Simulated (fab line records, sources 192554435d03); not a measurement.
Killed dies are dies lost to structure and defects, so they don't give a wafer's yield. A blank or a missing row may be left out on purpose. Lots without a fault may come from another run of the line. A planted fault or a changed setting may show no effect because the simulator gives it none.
Chamber matching | flow n5_finfet | N5_FIN_SAQP_FIN_ETCH_36 on rie_si-03: 4 sister chambers
The step etches the open film in HBr/Cl2/O2, target depth 120 nm, time 50.4 s. 4 wafers are shown with their chamber, then 9 later ones without.

WAFERS WITH THEIR CHAMBER
wafer  | chamber | drypump_motor_current_A (A)
L080.2 | 3       | 5.3
L082.1 | 0       | 4.7
L084.3 | 2       | 6.2
L084.6 | 1       | 5.7

WAFERS WITHOUT THEIR CHAMBER
wafer  | drypump_motor_current_A (A)
L090.1 | 6.2
L090.3 | 5.3
L090.5 | 4.7
L091.2 | 5.7
L091.3 | 4.6
L091.4 | 5.3
L092.1 | 5.3
L092.2 | 6.2
L092.5 | 6.2

WHICH CHAMBER EACH WENT THROUGH
wafer  | from the rows above | in truth
L090.1 | 2                   | 2
L090.3 | 3                   | 3
L090.5 | 0                   | 0
L091.2 | 1                   | 1
L091.3 | 0                   | 0
L091.4 | 3                   | 3
L092.1 | 3                   | 3
L092.2 | 2                   | 2
L092.5 | 2                   | 2
Placed correctly: 9 of 9. Can't be placed from these rows: 0. Placed wrongly: 0.
How it was worked out, from the rows above alone: a wafer's distance from a chamber is the root of the sum, over the readings, of the square of ((its reading less the chamber's mean) divided by the reading's scatter). The wafer belongs to the nearest chamber; if the next one is less than 2 further off, it can't be placed. A chamber's mean is the mean of its shown wafers. The scatter: with one shown wafer a chamber, the root of the mean of the squares of how far each hidden wafer lies from its nearest shown one.
